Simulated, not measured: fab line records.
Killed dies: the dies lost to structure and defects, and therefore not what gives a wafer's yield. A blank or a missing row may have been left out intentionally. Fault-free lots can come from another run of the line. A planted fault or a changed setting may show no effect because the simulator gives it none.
Split-lot trial | flow n5-finfet | on a route of 1938 steps: 7 lots, 39 wafers read

## THE SPLIT
At N5_BEOL_M3_CVD_47 (deposits Co from CCTBA/H2, target thk 3 nm, time 223.8 s), the setting target-thk-a was moved away from the recipe's 30 angstrom on 15 of the 39 wafers read, by -58.2% to +50.5%. The other wafers ran this setting at the recipe's value.

The reading is taken at the split's own step.

## THE READING
Co_of_BEOL_M3_CVD_47.thk-nm (the simulator's own value, which no gauge read), in nm, at N5_BEOL_M3_CVD_47 (deposits Co from CCTBA/H2, target thk 3 nm, time 223.8 s). No usual value for it is given in the file. Across the 24 wafers here that went through the recipe, the average is 3.0 nm and the standard deviation 0.11 nm.

wafer  | tool, chamber at the split | target-thk-a as run, angstrom | against the recipe | Co_of_BEOL_M3_CVD_47.thk-nm, nm | against lot-mates on the recipe
L075.1 | cvd-co-02, 1,2             | 39.28                         | +30.9%             | 4                               | +0.9
L075.3 | cvd-co-02, 1,2             | 39.28                         | +30.9%             | 4                               | +0.9
L075.2 | cvd-co-02, 0               | 39.28                         | +30.9%             | 3.8                             | +0.7
L075.4 | cvd-co-02, 2,0             | 30                            | recipe             | 3                               | -
L075.5 | cvd-co-02, 2,0             | 30                            | recipe             | 3                               | -
L075.6 | cvd-co-02, 1               | 30                            | recipe             | 3.2                             | -
L078.1 | cvd-co-01, 2               | 22.5                          | -25.0%             | 2                               | -0.9
L078.2 | cvd-co-01, 0,1             | 22.5                          | -25.0%             | 2.2                             | -0.7
L078.6 | cvd-co-01, 0,1             | 22.5                          | -25.0%             | 2.2                             | -0.7
L078.3 | cvd-co-01, 1,0             | 30                            | recipe             | 3                               | -
L078.4 | cvd-co-01, 1,0             | 30                            | recipe             | 3                               | -
L078.5 | cvd-co-01, 2               | 30                            | recipe             | 2.8                             | -
L082.1 | cvd-co-02, 0,1             | 30                            | recipe             | 3                               | -
L082.3 | cvd-co-02, 0,1             | 30                            | recipe             | 3                               | -
L082.2 | cvd-co-02, 2               | 45.16                         | +50.5%             | 4.4                             | +1.5
L082.4 | cvd-co-02, 1               | 30                            | recipe             | 2.8                             | -
L082.5 | cvd-co-02, 2,0             | 45.16                         | +50.5%             | 4.6                             | +1.7
L082.6 | cvd-co-02, 2,0             | 45.16                         | +50.5%             | 4.6                             | +1.7
L084.1 | cvd-co-01, 1,0,2           | 12.53                         | -58.2%             | 1.2                             | -1.8
L084.3 | cvd-co-01, 1,0,2           | 12.53                         | -58.2%             | 1.2                             | -1.8
L084.6 | cvd-co-01, 1,0,2           | 12.53                         | -58.2%             | 1.2                             | -1.8
L084.2 | cvd-co-01, 2,1,0           | 30                            | recipe             | 3                               | -
L084.4 | cvd-co-01, 2,1,0           | 30                            | recipe             | 3                               | -
L084.5 | cvd-co-01, 2,1,0           | 30                            | recipe             | 3                               | -
L088.1 | cvd-co-02, 1,2,1,2         | 30                            | recipe             | 3                               | -
L088.2 | cvd-co-02, 1,2,1,2         | 30                            | recipe             | 3                               | -
L088.4 | cvd-co-02, 1,2,1,2         | 30                            | recipe             | 3                               | -
L088.5 | cvd-co-02, 1,2,1,2         | 30                            | recipe             | 3                               | -
L088.3 | cvd-co-02, 0               | 30                            | recipe             | 2.8                             | -
L088.6 | cvd-co-02, 0               | 30                            | recipe             | 2.8                             | -
L091.1 | cvd-co-01, 0               | 30                            | recipe             | 3                               | -
L091.2 | cvd-co-01, 2,0             | 22.66                         | -24.5%             | 2.2                             | -0.8
L091.3 | cvd-co-01, 2,0             | 22.66                         | -24.5%             | 2.2                             | -0.8
L091.4 | cvd-co-01, 2               | 22.66                         | -24.5%             | 2.4                             | -0.6
L091.5 | cvd-co-01, 2               | 30                            | recipe             | 3.2                             | -
L091.6 | cvd-co-01, 0               | 30                            | recipe             | 2.8                             | -
L096.1 | cvd-co-02, 0               | 30                            | recipe             | 3                               | -
L096.6 | cvd-co-02, 0               | 30                            | recipe             | 3                               | -
L096.2 | cvd-co-02, 1               | 30                            | recipe             | 3.2                             | -
The file does not say which wafer passed through which chamber wherever a row lists several chambers: such a row stands for several wafers.

FIT RESULTS
A straight line over all 39 wafers: Co_of_BEOL_M3_CVD_47.thk-nm changes by +0.0308 nm for each +1% of target-thk-a; r = +0.99; the points scatter about the line by 0.11 nm.
The same after taking each lot's own level away (the mean of its wafers on the recipe; 39 wafers): +0.0308 nm for each +1%; r = +0.99; scatter 0.1 nm.
That fit puts the effect of the largest move of target-thk-a on the reading at 1.8 nm.
Measured against the standard deviation above, the lots' own levels, which go from 2.93 to 3.07 nm, span 1.2 times it.
Consequently the slope shifts little with the lot-to-lot level, the two slopes agreeing.
Check: with one of the wafers moved furthest among these (-58.2%) left out of the fit, the line predicts -1.8 nm for it against its lot-mates. Against them it came out at -1.8 nm.

## THE OTHER SPLITS THESE WAFERS WENT THROUGH
Other splits were also applied to these wafers ahead of the reading. Each is held against what the fit with the lots' levels taken away leaves over:
other split on the same wafers   | wafers away from the commonest value | r with Co_of_BEOL_M3_CVD_47.thk-nm (lot level and that fit taken away)
N5_FIN_SAQP_HM_DEP_03 time-s     | 15                                   | +0.15
N5_SD_EPI_N_EPI_21 time-s        | 15                                   | +0.08
N5_BEOL_M0_SAQP_DESCUM_19 time-s | 12                                   | +0.12

## FILE'S OWN FIT
Co_of_BEOL_M3_CVD_47.thk-nm changes by +0.0308 nm for each +1% of target-thk-a, r = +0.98.
